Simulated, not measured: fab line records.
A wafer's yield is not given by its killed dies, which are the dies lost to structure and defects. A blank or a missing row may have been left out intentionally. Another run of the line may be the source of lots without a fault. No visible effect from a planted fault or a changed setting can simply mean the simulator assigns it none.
Matching of chambers | flow nandHarc | rieDiel-11 running NHARC_P_CONTACT_STRIP_28: 4 sister chambers
The step strips in O2. 16 wafers are shown with their chamber, then 8 later ones without.

WAFERS PAIRED WITH THEIR CHAMBERS
wafer  | chamber | showerheadPlenumPTorr (Torr) | drypumpMotorCurrentA (A) | oesProductAu (a.u.)
L074.1 | 2       | 3.41                         | 5.56                     | 0.998
L074.5 | 2       | 3.41                         | 5.57                     | 0.981
L074.6 | 3       | 3.70                         | 5.82                     | 0.993
L075.1 | 2       | 3.41                         | 5.57                     | 0.990
L075.4 | 2       | 3.41                         | 5.55                     | 0.984
L075.5 | 1       | 3.33                         | 5.25                     | 0.982
L085.3 | 3       | 3.69                         | 5.81                     | 1.000
L085.5 | 0       | 3.54                         | 6.23                     | 1.003
L085.6 | 3       | 3.69                         | 5.79                     | 1.002
L087.1 | 1       | 3.33                         | 5.29                     | 0.979
L087.5 | 3       | 3.69                         | 5.82                     | 0.991
L087.6 | 0       | 3.54                         | 6.19                     | 1.011
L089.2 | 0       | 3.54                         | 6.22                     | 0.995
L089.3 | 2       | 3.41                         | 5.56                     | 0.995
L089.5 | 2       | 3.41                         | 5.57                     | 0.998
L092.1 | 1       | 3.33                         | 5.29                     | 0.985

SIGNATURES (averages over the wafers above)
reading               | chamber 0 | chamber 1 | chamber 2 | chamber 3 | scatter within a chamber
showerheadPlenumPTorr | 3.5400    | 3.3300    | 3.4100    | 3.6925    | 0.0025
drypumpMotorCurrentA  | 6.2133    | 5.2767    | 5.5633    | 5.8100    | 0.0155
oesProductAu          | 1.00300   | 0.98200   | 0.99100   | 0.99650   | 0.00642
Rule: a wafer lies at a distance from a chamber equal to the root of the sum of squares, over the readings, of (its reading less the chamber's mean, divided by the reading's scatter). If the next closest chamber is less than 2 further off than the closest, the wafer can't be placed; otherwise it belongs to the closest. How the scatter is found: for the shown wafers, subtract from each reading the mean of its chamber, square and add these, divide the total by (wafers less chambers), then take the root.

WAFERS WITH NO CHAMBER GIVEN
wafer  | showerheadPlenumPTorr (Torr) | drypumpMotorCurrentA (A) | oesProductAu (a.u.)
L092.2 | 3.41                         | 5.56                     | 1.000
L092.5 | 3.54                         | 6.20                     | 0.998
L093.2 | 3.69                         | 5.79                     | 0.989
L093.4 | 3.54                         | 6.26                     | 0.999
L093.5 | 3.54                         | 6.21                     | 0.999
L096.1 | 3.33                         | 5.31                     | 0.992
L096.2 | 3.41                         | 5.59                     | 0.996
L096.5 | 3.69                         | 5.78                     | 0.995

EACH ONE'S CHAMBER
wafer  | from the rows above | in truth
L092.2 | 2                   | 2
L092.5 | 0                   | 0
L093.2 | 3                   | 3
L093.4 | 0                   | 0
L093.5 | 0                   | 0
L096.1 | 1                   | 1
L096.2 | 2                   | 2
L096.5 | 3                   | 3
Correctly placed: 8 of 8. Left unplaced by these rows: 0. Number placed wrongly: 0.
